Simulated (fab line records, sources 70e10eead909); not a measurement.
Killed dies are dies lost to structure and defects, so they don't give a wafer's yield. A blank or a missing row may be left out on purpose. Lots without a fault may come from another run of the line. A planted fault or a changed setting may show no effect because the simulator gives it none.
Problem report in the 8D (eight disciplines) form, filled by code | flow nand_harc | the parts of the form that need people (team, actions taken, sign-off) are left out

1. THE PROBLEM
raw_defect_count at NHARC_P_GATE_INSPECT_68 reads a mean of 1520 on 1 wafer of 1 lot; wafers without a fault read 222 with a standard deviation of 77. That is +17 standard deviations from the usual mean.
First seen on wafer L545.3, day 10 06:18, on defect_inspect-02. The record holds 33 wafers of 11 lots with a number at this step. Rule for "out", or "out of limits": more than 4 standard deviations from the usual mean. The other wafers with a number count as sound.

2. WHAT IT IS AND WHAT IT IS NOT
question                    | is                | is not
which readings at this step | raw_defect_count  | -
which lots                  | L545              | L526, L528, L529, L530, L532, L533, L540, L541, L543, L549
which wafers of those lots  | L545.3            | L545.2, L545.5
read on which gauges        | defect_inspect-02 | defect_inspect-01
when                        | from day 10 06:18 | up to then (29 sound wafers); but 3 sound wafers of L549 came after

3. SUSPECTS, AND WHAT RULES EACH OUT
Counting: a tool at a process step up to the reading stays a suspect if it ran every lot that is out. Sound lots after the first of them don't rule it out here, since some wafers of a struck lot are sound.
- the gauge at NHARC_P_GATE_INSPECT_68: ruled out. All the wafers that are out were read on defect_inspect-02, but those of them that NHARC_END_SORT_01 has rows for are out there too, on other tools.
- rie_diel-07 at NHARC_P_GATE_STRIP_108 (strips in O2): kept. It ran the lot that is out, L545 (day 9 12:04); its last sound lot up to then is L543 (day 9 00:23).
- plasma_asher-02 at NHARC_P_GATE_STRIP_113 (strips in N2/H2, time 740 s): kept. It ran the lot that is out, L545 (day 10 03:53); its last sound lot up to then is L543 (day 9 16:37).
- rtp_anneal-02 at NHARC_P_GATE_RTA_64 (time 1 s): kept. It ran the lot that is out, L545 (day 10 05:04); its last sound lot up to then is L529 (day 6 06:16).
- rtp_anneal-01 at NHARC_P_GATE_RTA_80 (time 30 s): kept. It ran the lot that is out, L545 (day 10 05:41); its last sound lot up to then is L543 (day 9 18:31).
- Within rie_diel-07 at NHARC_P_GATE_STRIP_108: the wafers that are out ran in chamber 2; their sound lot-mates ran in chambers 1, 3.
Left after counting: rie_diel-07 at NHARC_P_GATE_STRIP_108, plasma_asher-02 at NHARC_P_GATE_STRIP_113, rtp_anneal-02 at NHARC_P_GATE_RTA_64, rtp_anneal-01 at NHARC_P_GATE_RTA_80.

4. THE CAUSE (what the simulator had put in)
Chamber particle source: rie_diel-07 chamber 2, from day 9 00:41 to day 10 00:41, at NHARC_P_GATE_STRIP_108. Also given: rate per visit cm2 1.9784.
Counting left 4 suspects, and this tool is among them.

5. THE CHAIN OF EFFECTS, in route order
Each row: a reading whose mean over the struck wafers that have a number lies more than 3 standard deviations from the usual. Only readings for which the record gives a usual standard deviation are gone through. hours: the time from each lot's start at the first step in this table that gives one to its start at this step, as a median over the lots. sigmas: the change in usual standard deviations.
hours | step                    | reading             | usual | on struck wafers | change | sigmas
0     | NHARC_P_GATE_INSPECT_68 | raw_defect_count    | 222   | 1520             | +1298  | +17
338   | NHARC_END_SORT_01       | killed_at_periphery | 3.6   | 52.0             | +48.4  | +20
338   | NHARC_END_SORT_01       | killed_dies         | 26    | 72               | +46    | +5.2

6. WHAT WOULD HAVE CAUGHT IT SOONER
In this record the first reading out of limits at a measuring or inspecting step was taken at day 10 06:18, 30 hours after the fault began at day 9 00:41.
Of the tool readings at NHARC_P_GATE_STRIP_108 for which the record gives a usual standard deviation, none was out on any struck wafer, so an alarm limit of 4 standard deviations on them would not have fired.
All the lots that are out (1) had begun NHARC_P_GATE_STRIP_108 on rie_diel-07 by day 10 06:18. A hold on the tool at that time would have spared none of them.
